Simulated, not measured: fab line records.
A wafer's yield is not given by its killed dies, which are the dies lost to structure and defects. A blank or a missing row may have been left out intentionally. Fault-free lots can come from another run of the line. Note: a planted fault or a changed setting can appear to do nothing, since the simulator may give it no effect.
Chamber matching -- flow n5_finfet -- 4 sister chambers for N5_BEOL_M14_DESCUM_15 on rie_diel-04
The step chemistry O2, time 7.9 s. 16 wafers are shown with their chamber, then 8 later ones without.

== EACH WAFER AND ITS CHAMBER ==
wafer,chamber,drypump_motor_current_A (A),showerhead_plenum_p_Torr (Torr),throttle_valve_pct (%)
L075.2,3,5.3,2.13,20.23
L075.4,0,6.0,2.05,20.02
L075.6,3,5.3,2.13,20.23
L088.3,0,6.0,2.04,20.05
L088.5,1,5.3,2.13,20.04
L088.6,2,6.3,2.06,20.18
L087.3,1,5.3,2.12,20.04
L087.4,2,6.2,2.06,20.21
L087.6,1,5.3,2.12,20.03
L090.2,1,5.3,2.12,20.03
L090.4,0,6.0,2.04,20.08
L090.5,2,6.2,2.06,20.18
L091.1,2,6.2,2.06,20.20
L091.3,1,5.3,2.12,20.03
L091.4,2,6.2,2.06,20.20
L096.1,3,5.3,2.12,20.31

SIGNATURES (means of the wafers above)
reading,chamber 0,chamber 1,chamber 2,chamber 3,scatter within a chamber
drypump_motor_current_A,6.000,5.300,6.220,5.300,0.0258
showerhead_plenum_p_Torr,2.0433,2.1220,2.0600,2.1267,0.00422
throttle_valve_pct,20.0500,20.0340,20.1940,20.2567,0.024
Rule: distance of a wafer from a chamber = root of the sum over the readings of ((wafer's reading minus chamber's mean) / reading's scatter) squared. The wafer belongs to the nearest chamber; if the next one is less than 2 further off, it can't be placed. The scatter is the square root of a quotient: the sum, over the shown wafers, of each reading's squared deviation from its chamber's mean, divided by wafers minus chambers.

== WAFERS WHOSE CHAMBER IS MISSING ==
wafer,drypump_motor_current_A (A),showerhead_plenum_p_Torr (Torr),throttle_valve_pct (%)
L096.3,5.3,2.12,20.06
L096.6,5.3,2.12,20.06
L094.1,6.0,2.04,20.10
L094.2,5.3,2.12,20.05
L094.6,5.3,2.12,20.06
L095.1,6.0,2.03,20.09
L095.4,6.2,2.05,20.22
L095.6,5.3,2.12,20.30

== WHICH CHAMBER EACH ONE RAN IN ==
wafer,from the rows above,in truth
L096.3,1,1
L096.6,1,1
L094.1,0,0
L094.2,1,1
L094.6,1,1
L095.1,0,0
L095.4,2,2
L095.6,3,3
Correct placement for 8 of the 8. Left unplaced by these rows: 0. 0 placed wrongly.
